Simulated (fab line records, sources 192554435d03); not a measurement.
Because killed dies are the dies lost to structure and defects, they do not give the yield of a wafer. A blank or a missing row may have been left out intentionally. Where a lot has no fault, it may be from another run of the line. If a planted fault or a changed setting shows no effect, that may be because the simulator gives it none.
fab line records	flow n5-finfet
record lots=11	wafers=33	last-day=21
route steps=1938 shown BEOL_M4@1090 BEOL_M5@1118 PASSIVATION@1936
lots that met no fault: from a run of the same line without faults
start-h: the number of hours between the record's first day and the start of the first shown wafer of the lot	wait-h: how many hours have passed since the lot's step before this one	" same as the row above	L1.1+2: a single row standing in for several wafers	- value missing, or start not given	* or withheld: withheld	< > ~ a bound
route shown NAME@n: NAME is a module with steps in the file, n the number in the route of the first one	usual: average and standard deviation across the fault-free wafers	same: alike in all rows	chamber/n: place in a boat	sites: the reading at each site	_std_site: standard deviation across them	_edge_site: the outer-site mean with the inner-site mean subtracted	radius-mm: how far each site lies from the wafer's centre	mask NAME#n: copy n	behind: tool/chamber where the wafer was last shaped	hold: the reason the lot was held/the length of the hold in hours/how it ended	device: the n, p or np transistor that did not switch	end of line: at the end of the route, the tests of the same wafers	a step without rows: its recipe alone	killed: dies that structure and defects cost at the first sort, which is not the same as the wafer's yield	map: dies across one wafer; x = killed, . = not, _ = none there
set.NAME: the setting that was run; set.NAME@STEP: the one run at that earlier step	model.NAME: the simulator's own value behind a step, which no gauge read
route steps across a sampled set of lots; one table per step, one row per wafer
services: from which hour (start-h, from the record's first day; less than 0 if before it) a tool's chamber was out of use, for how many hours, and why
## steps
# step N5_BEOL_M4_SPUTTER_86
# recipe material=Cu	target-thk-a=45	temp-c=-20	chamber-pressure-pa=0.07	power-w=withheld	time-s=8.29
# usual chuck-sensor-temp-C=-16.1/0.46	susceptor-temp-C=-20.00/0.1	throttle-valve-pct=30.0/0.71
lot.wafer	tool	chamber	start-h	wait-h	chuck-sensor-temp-C	susceptor-temp-C	throttle-valve-pct
L208.2	pvd-sputter-02	-	278.51	0.1	-15.5	-20.32	30.7
L208.4	"	-	"	"	-15.8	-19.99	30.0
L208.5	"	-	"	"	-16.2	-20.10	29.4
L212.3	pvd-sputter-01	-	284.35	0.1	-16.0	-19.98	29.9
L212.4	"	-	"	"	-16.5	-19.83	29.6
L212.6	"	-	"	"	-16.0	-20.06	31.2
L209.4	pvd-sputter-03	-	286.66	0.1	-16.4	-20.14	29.4
L209.5	"	-	"	"	-17.0	-19.89	31.0
L209.6	"	-	"	"	-15.6	-20.03	30.4
L220.3	pvd-sputter-01	-	327.23	0.1	-15.8	-19.92	29.9
L220.4	"	-	"	"	-15.6	-20.02	29.6
L220.6	"	-	"	"	-15.4	-20.11	29.5
L218.2	pvd-sputter-02	-	343.84	0.1	-16.3	-19.95	29.7
L218.5	"	-	"	"	-16.1	-20.06	29.4
L218.6	"	-	"	"	-15.7	-20.00	29.8
L221.3	pvd-sputter-02	-	352.62	0.1	-16.1	-20.06	29.7
L221.4	"	-	"	"	-15.5	-19.96	30.6
L221.5	"	-	"	"	-15.5	-19.92	30.8
L222.2	pvd-sputter-03	-	353.16	0.1	-15.6	-19.99	30.2
L222.3	"	-	"	"	-16.4	-19.96	29.4
L222.5	"	-	"	"	-16.9	-20.20	31.2
L226.1	pvd-sputter-02	-	362.22	0.1	-15.5	-20.01	30.4
L226.2	"	-	"	"	-15.8	-20.03	29.8
L226.5	"	-	"	"	-16.0	-20.05	29.2
L223.2	pvd-sputter-02	-	386.12	0.1	-16.2	-20.05	29.7
L223.3	"	-	"	"	-15.7	-19.94	30.5
L223.6	"	-	"	"	-15.5	-19.93	29.8
L225.1	pvd-sputter-01	-	386.62	0.1	-16.0	-19.81	30.0
L225.2	"	-	"	"	-15.9	-20.21	30.9
L225.6	"	-	"	"	-16.3	-19.96	29.4
L227.4	pvd-sputter-03	-	391.47	0.1	-15.5	-20.05	30.4
L227.5	"	-	"	"	-15.7	-20.14	30.3
L227.6	"	-	"	"	-16.9	-20.07	31.2
# step N5_BEOL_M4_ANNEAL_89
# recipe temp-c=400	time-s=240	ambient=vacuum
# usual heater-power-w=780/69	susceptor-temp-C=400.01/0.25
lot.wafer	tool	chamber	start-h	wait-h	heater-power-w	susceptor-temp-C
L208.2	pvd-sputter-02	-	278.81	0.0	877	399.97
L208.4	"	-	"	"	771	399.92
L208.5	"	-	"	"	703	400.00
L212.3	pvd-sputter-01	-	284.65	0.0	920	399.75
L212.4	"	-	"	"	789	399.85
L212.6	"	-	"	"	725	399.95
L209.4	pvd-sputter-03	-	286.96	0.0	767	399.82
L209.5	"	-	"	"	793	399.82
L209.6	"	-	"	"	824	400.06
L220.3	pvd-sputter-01	-	327.53	0.0	917	399.47
L220.4	"	-	"	"	827	399.82
L220.6	"	-	"	"	857	400.17
L218.2	pvd-sputter-02	-	345.68	0.0	692	400.08
L218.5	"	-	"	"	712	400.15
L218.6	"	-	"	"	766	400.14
L221.3	pvd-sputter-02	-	352.92	0.0	703	400.14
L221.4	"	-	"	"	850	400.21
L221.5	"	-	"	"	858	400.12
L222.2	pvd-sputter-03	-	353.46	0.0	824	399.81
L222.3	"	-	"	"	780	399.98
L222.5	"	-	"	"	799	399.85
L226.1	pvd-sputter-02	-	362.52	0.0	865	399.90
L226.2	"	-	"	"	769	400.17
L226.5	"	-	"	"	713	399.86
L223.2	pvd-sputter-02	-	386.42	0.0	689	400.22
L223.3	"	-	"	"	852	400.16
L223.6	"	-	"	"	767	399.67
L225.1	pvd-sputter-01	-	386.92	0.0	907	400.14
L225.2	"	-	"	"	735	400.32
L225.6	"	-	"	"	799	399.68
L227.4	pvd-sputter-03	-	391.77	0.0	813	399.82
L227.5	"	-	"	"	822	400.04
L227.6	"	-	"	"	816	400.14
# step N5_BEOL_M4_CMP_52
# recipe stop-on=SiOC	t-overpolish-s=6.8	down-force-psi=1	platen-rpm=50	clearing-platen-down-force-psi=1.5	clearing-platen-rpm=50	post-cmp-clean=cu-alkaline	target-thk-nm=40	clearing-platen-pad-velocity-m-s=0.99484	pad-velocity-m-s=0.99484
# usual barrier-field-endpoint-s=24.5/0.75	clearing-platen-rpm=50.000/0.028	motor-current-A=6.1/0.51	overpolish-run-s=6.801/0.0095	slurry-flow-ml-min=150.0/0.44	time-to-endpoint-s=62/3.9
lot.wafer	tool	chamber	start-h	wait-h	barrier-field-endpoint-s	clearing-platen-rpm	motor-current-A	overpolish-run-s	slurry-flow-ml-min	time-to-endpoint-s
L208.4	cmp-04	2	280.14	0.2	25.4	50.026	6.0	6.802	150.7	67
L208.2	"	3	"	"	23.1	50.018	6.9	6.810	150.4	61
L208.5	"	2	"	"	24.3	50.012	6.1	6.811	149.8	66
L212.3	cmp-01	0	286.02	0.2	25.2	50.016	7.1	6.812	149.3	67
L212.4	"	1	"	"	24.1	50.011	5.1	6.794	151.0	61
L212.6	"	3	"	"	23.6	50.034	5.7	6.799	150.2	60
L209.4	cmp-04	2	288.37	0.2	25.6	50.000	6.2	6.800	149.5	69
L209.5	"	3	"	"	24.6	49.982	6.5	6.777	150.4	59
L209.6	"	0	"	"	24.6	49.943	5.5	6.800	149.6	62
L220.4	cmp-04	3	328.82	0.1	23.7	49.982	6.9	6.808	150.2	58
L220.3	"	2	"	"	24.9	49.987	6.5	6.800	150.6	66
L220.6	"	0	"	"	24.5	49.975	5.5	6.809	150.2	63
L218.2	cmp-02	3	347.09	0.3	24.2	49.967	6.9	6.804	149.7	65
L218.5	"	0	"	"	25.9	49.948	5.9	6.794	150.3	66
L218.6	"	1	"	"	25.4	50.014	5.9	6.792	149.4	68
L221.3	cmp-04	1	354.30	0.3	24.1	50.030	5.9	6.815	150.2	66
L221.4	"	2	"	"	24.2	50.015	6.6	6.798	149.6	63
L221.5	"	3	"	"	23.3	50.029	6.9	6.802	150.3	57
L222.3	cmp-04	2	354.98	0.3	25.2	49.985	6.3	6.779	150.8	65
L222.2	"	3	"	"	23.4	49.984	6.8	6.813	150.4	56
L222.5	"	1	"	"	25.9	49.982	6.0	6.796	150.3	67
L226.1	cmp-04	2	363.83	0.3	24.1	50.025	6.1	6.786	150.8	66
L226.2	"	1	"	"	24.7	50.003	5.6	6.799	150.5	70
L226.5	"	3	"	"	23.2	49.989	6.9	6.796	149.9	55
L223.3	cmp-01	1	387.71	0.2	24.9	49.983	5.2	6.804	149.2	61
L223.2	"	2	"	"	24.3	50.013	5.7	6.808	150.2	59
L223.6	"	1	"	"	24.9	50.020	5.5	6.807	149.3	64
L225.1	cmp-04	1	388.26	0.3	26.4	49.944	6.2	6.793	149.2	69
L225.2	"	2	"	"	25.4	50.024	6.2	6.800	149.2	65
L225.6	"	1	"	"	25.7	49.973	6.0	6.804	149.6	69
L227.4	cmp-02	2	393.17	0.2	25.0	49.989	6.1	6.803	149.8	60
L227.6	"	3	"	"	25.2	49.965	6.9	6.800	149.8	63
L227.5	"	0	"	"	25.5	50.028	5.8	6.806	149.3	64
# step N5_BEOL_M5_COAT_60
# recipe resist=SiARC	temp-c=220	time-s=60	spin-rpm=1500	resist-thk-nm=12
# usual dispense-pressure-kPa=51.3/2.3	spin-speed-rpm=1500.0/1
lot.wafer	tool	chamber	start-h	wait-h	dispense-pressure-kPa	spin-speed-rpm
L208.2	litho-track-03	0	283.18	-	52.8	1500.7
L208.4	"	0	"	"	52.8	1499.9
L208.5	"	0	"	"	52.8	1500.1
L212.3	litho-track-03	0	288.94	-	52.9	1345.5
L212.4	"	0	"	"	52.8	1344.4
L212.6	"	0	"	"	52.8	1346.9
L209.4	litho-track-03	0	291.34	-	52.9	1346.6
L209.5	"	0	"	"	52.8	1345.2
L209.6	"	0	"	"	52.8	1343.9
L220.3	litho-track-04	0	331.66	-	52.7	1499.7
L220.4	"	0	"	"	52.8	1499.6
L220.6	"	0	"	"	52.7	1501.2
L218.2	litho-track-05	0	358.29	-	47.7	1500.3
L218.5	"	0	"	"	47.7	1499.0
L218.6	"	0	"	"	47.7	1499.6
L221.3	litho-track-05	0	361.38	-	47.7	1499.6
L221.4	"	0	"	"	47.7	1501.1
L221.5	"	0	"	"	47.7	1502.1
L222.2	litho-track-04	0	362.94	-	52.7	1501.1
L222.3	"	0	"	"	52.7	1500.1
L222.5	"	0	"	"	52.7	1498.6
L226.1	litho-track-05	0	369.96	-	47.6	1498.3
L226.2	"	0	"	"	47.6	1499.0
L226.5	"	0	"	"	47.7	1498.7
L223.2	litho-track-05	0	390.23	-	47.6	1500.1
L223.3	"	0	"	"	47.6	1498.5
L223.6	"	0	"	"	47.6	1497.6
L225.1	litho-track-04	0	392.45	-	52.8	1500.0
L225.2	"	0	"	"	52.7	1499.9
L225.6	"	0	"	"	52.7	1499.2
L227.4	litho-track-03	0	396.08	-	52.9	1498.6
L227.5	"	0	"	"	52.9	1500.3
L227.6	"	0	"	"	52.9	1499.4
# step N5_PASSIVATION_PROBE_49
# usual defect-limited-yield=90.9/1.6	killed_at_M0_to_M3=37/11	killed_at_M4_up=15/5.6	killed-at-contacts=13/6.4	killed-at-front-end=39/11	killed-at-other=4/3.1	killed-dies=107/19	killed-open=71/14	killed-short=34/7.8	sort_bin_4_leakage=0.01/0.053	sort_bin_5_function=5.3/1	sort_bin_6_memory=3.4/0.72	sort_bin_8_speed=0.0/0.42	sort-n-pass=1072/20	sort-yield-pct=90.9/1.7
# same gross-dies=1180	killed-at-back-side=0
lot.wafer	tool	chamber	start-h	wait-h	defect-limited-yield[%]	killed_at_M0_to_M3	killed_at_M4_up	killed-at-contacts	killed-at-front-end	killed-at-other	killed-dies	killed-open	killed-short	sort_bin_4_leakage[%]	sort_bin_5_function[%]	sort_bin_6_memory[%]	sort_bin_8_speed[%]	sort-n-pass	sort-yield-pct[%]
L220.3	prober-01	-	447.85	0.1	90.4	34	23	24	31	1	113	68	43	0	5.8	3.5	0	1067	90.4
L220.4	prober-01	-	447.90	0.2	91.8	24	14	23	34	2	97	68	27	0	4.9	3.2	0	1083	91.8
L220.6	prober-01	-	448.00	0.3	90.2	30	31	27	28	0	116	67	48	0	5.3	4.3	0	1064	90.2
# killed by level:class
L220.3 MOL_CONTACT_COAG:geometric-particle:open=19 BEOL_M4:geometric-particle:open=13 FIN_SAQP:geometric-particle:short=9 BEOL_M0_SAQP:geometric-particle:short=7 BEOL_M2:geometric-particle:short=7 BEOL_M0_SAQP:geometric-particle:open=6 BEOL_M2:geometric-particle:open=6 BEOL_M4:geometric-particle:short=5
L220.4 MOL_CONTACT_COAG:geometric-particle:open=22 FIN_SAQP:geometric-particle:open=7 FIN_SAQP:geometric-particle:short=7 STI_FIN_REVEAL:geometric-particle:open=6 BEOL_M0:geometric-particle:open=4 DUMMY_GATE:geometric-particle:open=3 BEOL_M0_SAQP:geometric-particle:short=3 BEOL_M0_SAQP:geometric-particle:open=3
L220.6 BEOL_M4:geometric-particle:open=17 MOL_CONTACT_COAG:geometric-particle:open=15 MOL_CONTACT_COAG:geometric-particle:short=12 BEOL_M0_SAQP:geometric-particle:short=8 BEOL_M0_SAQP:geometric-particle:open=5 BEOL_M2:geometric-particle:short=5 STI_FIN_REVEAL:geometric-particle:open=4 BEOL_M1:geometric-particle:short=4
## services
tool	chamber	start-h	hours	kind
cmp-02	-	272.36	2.1	repair
cmp-01	-	286.46	1.1	repair
cmp-04	-	289.28	0.3	repair
cmp-01	-	307.26	7.8	pm
cmp-04	-	308.45	1.2	repair
litho-track-05	-	315.72	-	consumable-replace:filter
cmp-04	-	319.52	8.4	repair
cmp-04	-	381.92	4.0	pm
cmp-04	-	385.92	-	consumable-replace:conditioner
cmp-04	-	385.92	-	consumable-replace:pad
cmp-02	-	387.25	5.8	pm
## key
first-sign step=N5_BEOL_M5_COAT_60	reading=spin-speed-rpm	direction=down	sigmas=99+	usual=*	struck=*
effect none on later readings
met-at N5_BEOL_M5_COAT_60
struck-lots L209,L212
not-acting-at N5_BEOL_M4_SPUTTER_86,N5_BEOL_M4_ANNEAL_89,N5_BEOL_M4_CMP_52
onset-between 283.18 288.94
fault kind=process-parameter-drift	tool=litho-track-03	chamber=-	onset-h=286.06	steps=N5_BEOL_M5_COAT_60	channel=spin-rpm	offset=*	shape=step	end-h=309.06	acts-in=*	stated=*
